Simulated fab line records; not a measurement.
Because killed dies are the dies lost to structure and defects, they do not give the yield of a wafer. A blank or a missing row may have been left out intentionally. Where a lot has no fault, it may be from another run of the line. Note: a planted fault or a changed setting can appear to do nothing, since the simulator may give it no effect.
Split-lot study | flow n5-finfet | 21 wafers read across 7 lots, on a route 1938 steps long

## THE SPLIT ITSELF
At N5_MOL_CONTACT_COAG_COAT_76 (time 60 s, resist thk 10 nm), the setting spin-rpm was moved away from the recipe's 1500 rpm on 7 of the 21 wafers read, by -9.4% to +9.7%. All remaining wafers had this setting at the recipe value.

## FROM THE SPLIT TO THE READING: what the file shows between them, 7 steps
- N5_MOL_CONTACT_COAG_COAT_77: time 60 s, resist thk 10 nm
- N5_MOL_CONTACT_COAG_COAT_78: resist thk 40 nm
- N5_MOL_CONTACT_COAG_DESCUM_88: chemistry O2, time 7 s
- N5_MOL_CONTACT_COAG_ETCH_89: etches underlayer in N2/H2, target depth 13 nm, time 10.4 s
- N5_MOL_CONTACT_COAG_ETCH_90: etches SiARC in CF4, target depth 13 nm, time 21.7 s
- N5_MOL_CONTACT_COAG_ALD_131: deposits SiO2, target thk 5 nm, pulse time 1 s, co reactant pulse time 1 s
- N5_MOL_CONTACT_COAG_ETCHBACK_132: etches SiO2 in CHF3, target depth 10 nm, time 6.7 s

## THE READING
SiARC_of_MOL_CONTACT_COAG_COAT_76.thk-nm (the simulator's own value, which no gauge read), in nm, at N5_MOL_CONTACT_COAG_ETCH_91 (etches SOC in N2/H2, target depth 60 nm, overetch 21 nm, time 101.2 s). The file does not state a usual value for it. Across the 14 wafers here that went through the recipe, the average is 5.8 nm and the standard deviation 0.1 nm.

wafer  | tool, chamber at the split | spin-rpm as run, rpm | against the recipe | SiARC_of_MOL_CONTACT_COAG_COAT_76.thk-nm, nm | against lot-mates on the recipe
L083.1 | litho-track-01, 0          | 1500                 | recipe             | 6                                            | -
L083.3 | litho-track-01, 0          | 1645                 | +9.7%              | 5.6                                          | -0.3
L083.4 | litho-track-01, 0          | 1500                 | recipe             | 5.8                                          | -
L085.2 | litho-track-03, 0          | 1359                 | -9.4%              | 6.4                                          | +0.6
L085.3 | litho-track-03, 0          | 1500                 | recipe             | 5.8                                          | -
L085.6 | litho-track-03, 0          | 1359                 | -9.4%              | 6.2                                          | +0.4
L089.4 | litho-track-02, 0          | 1443                 | -3.8%              | 6                                            | +0.2
L089.5 | litho-track-02, 0          | 1443                 | -3.8%              | 6                                            | +0.2
L089.6 | litho-track-02, 0          | 1500                 | recipe             | 5.8                                          | -
L090.1 | litho-track-01, 0          | 1500                 | recipe             | 5.6                                          | -
L090.2 | litho-track-01, 0          | 1500                 | recipe             | 5.6                                          | -
L090.5 | litho-track-01, 0          | 1500                 | recipe             | 5.6                                          | -
L092.1 | litho-track-02, 0          | 1500                 | recipe             | 5.8                                          | -
L092.2 | litho-track-02, 0          | 1500                 | recipe             | 5.8                                          | -
L092.5 | litho-track-02, 0          | 1500                 | recipe             | 5.8                                          | -
L094.1 | litho-track-01, 0          | 1500                 | recipe             | 5.8                                          | -
L094.4 | litho-track-01, 0          | 1500                 | recipe             | 5.8                                          | -
L094.5 | litho-track-01, 0          | 1500                 | recipe             | 5.8                                          | -
L095.2 | litho-track-02, 0          | 1558                 | +3.9%              | 5.6                                          | -0.2
L095.4 | litho-track-02, 0          | 1558                 | +3.9%              | 5.6                                          | -0.2
L095.6 | litho-track-02, 0          | 1500                 | recipe             | 5.8                                          | -

THE FIT
A straight line over all 21 wafers: SiARC_of_MOL_CONTACT_COAG_COAT_76.thk-nm changes by -0.0438 nm for each +1% of spin-rpm; r = -0.84; the points scatter about the line by 0.11 nm.
The same after taking each lot's own level away (the mean of its wafers on the recipe; 21 wafers): -0.0463 nm for each +1%; r = -0.95; scatter 0.06 nm.
That fit puts the effect of the largest move of spin-rpm on the reading at 0.45 nm.
The lots' own levels span 5.60 to 5.90 nm, that is 2.9 times the standard deviation above.
The two slopes agree, so the slope changes little with the lot-to-lot level.
Check: for one of the wafers moved furthest among these (+9.7%), held out of the fit, the line's prediction against its lot-mates is -0.511 nm. It came out at -0.3 nm against them.

## FURTHER SPLITS ON THESE WAFERS
Note: prior to the reading, these wafers also went through further splits. Each is held against what the fit with the lots' levels taken away leaves over:
other split on the same wafers | wafers away from the commonest value | r with SiARC_of_MOL_CONTACT_COAG_COAT_76.thk-nm (lot level and that fit taken away)
N5_GATE_CUT_COAT_27 spin-rpm   | 6                                    | +0.09

## THE WHOLE CHAIN: every reading that the file lists as answering this split, in the file's order
step                        | what it does                                                          | reading                                                                                   | change (the file's fit)                | r (the file's)
N5_MOL_CONTACT_COAG_COAT_76 | time 60 s, resist thk 10 nm                                           | SiARC_of_MOL_CONTACT_COAG_COAT_76.thk-nm (the simulator's own value, which no gauge read) | -0.0523 nm for each +1% of the setting | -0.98
N5_MOL_CONTACT_COAG_ETCH_90 | etches SiARC in CF4, target depth 13 nm, time 21.7 s                  | etch.depth-nm (the simulator's own value, which no gauge read)                            | -0.0513 nm for each +1% of the setting | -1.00
N5_MOL_CONTACT_COAG_ETCH_91 | etches SOC in N2/H2, target depth 60 nm, overetch 21 nm, time 101.2 s | SiARC_of_MOL_CONTACT_COAG_COAT_76.thk-nm (the simulator's own value, which no gauge read) | -0.0432 nm for each +1% of the setting | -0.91

## FILE'S OWN FIT
SiARC_of_MOL_CONTACT_COAG_COAT_76.thk-nm changes by -0.0432 nm for each +1% of spin-rpm, r = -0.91.
